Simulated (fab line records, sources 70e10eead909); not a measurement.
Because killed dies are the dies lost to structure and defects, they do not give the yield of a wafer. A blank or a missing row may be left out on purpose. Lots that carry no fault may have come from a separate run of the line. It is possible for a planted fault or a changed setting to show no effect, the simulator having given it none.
Which tool did it? | flow nand_harc | 7 lots with 20 wafers sampled at 4 steps, on a route of 1159 steps

WHAT EACH GAUGE READ, for each wafer
NHARC_THIN_TSV_CD_MEAS_37.
lot  | measured     | on        | cd_nm (nm)
L577 | day 19 11:14 | cd_sem-02 | 5002 4999 5001
L579 | day 19 12:22 | cd_sem-02 | 5004 5003 5005
L580 | day 20 13:44 | cd_sem-02 | 4996 4999 4997
L584 | day 20 20:56 | cd_sem-01 | 5004 5003 5004
L586 | day 21 11:05 | cd_sem-01 | 5005 5005 5010
L590 | day 21 18:32 | cd_sem-03 | 5005
L599 | day 24 11:42 | cd_sem-03 | 5001 5005 4999

WHICH TOOL RAN EACH LOT (tool, then ch and the chambers of the sampled wafers, then the start)
lot  | NHARC_P_BONDPAD_PVD_27       | NHARC_A_BONDPAD_DEGAS_25     | NHARC_THIN_TSV_DEGAS_53
L577 | pvd_sputter-01, day 7 00:52  | pvd_sputter-03, day 18 11:19 | pvd_sputter-02, day 19 08:35
L579 | pvd_sputter-02, day 7 02:22  | pvd_sputter-02, day 18 11:01 | pvd_sputter-02, day 19 09:50
L580 | pvd_sputter-02, day 7 14:06  | pvd_sputter-01, day 19 15:48 | pvd_sputter-02, day 20 11:01
L584 | pvd_sputter-03, day 8 10:31  | pvd_sputter-02, day 19 23:11 | pvd_sputter-02, day 20 18:19
L586 | pvd_sputter-01, day 9 02:14  | pvd_sputter-01, day 20 12:46 | pvd_sputter-01, day 21 08:24
L590 | pvd_sputter-01, day 9 23:15  | pvd_sputter-01, day 20 19:40 | pvd_sputter-03, day 21 15:41
L599 | pvd_sputter-02, day 11 23:04 | pvd_sputter-03, day 23 14:01 | pvd_sputter-02, day 24 09:07
- NHARC_P_BONDPAD_PVD_27: deposits Cu, target thk 30 nm, time 20.49 s.
- NHARC_A_BONDPAD_DEGAS_25: time 60 s.
- NHARC_THIN_TSV_DEGAS_53: time 60 s.

THE ANSWER, worked out from the rows above alone
Rule: the usual values come from the lots themselves. Put in order of their means at a reading, lots are off if they are a third of the lots or fewer, leave a main group of 4 or more, and stand apart from it by a gap of 3 or more times the standard deviation of the main group's means; of several such gaps the widest counts. The tables above print the reading to a certain number of digits; a main group whose means all agree to those digits is not used. A lot without any number at a reading at which 4 lots or more have one is off too. Where the step has rows for the other lots, those lots are counted as sound.
None of the lots is off at any reading shown; this tells nothing.

WHAT HAD BEEN PUT IN BY THE SIMULATOR
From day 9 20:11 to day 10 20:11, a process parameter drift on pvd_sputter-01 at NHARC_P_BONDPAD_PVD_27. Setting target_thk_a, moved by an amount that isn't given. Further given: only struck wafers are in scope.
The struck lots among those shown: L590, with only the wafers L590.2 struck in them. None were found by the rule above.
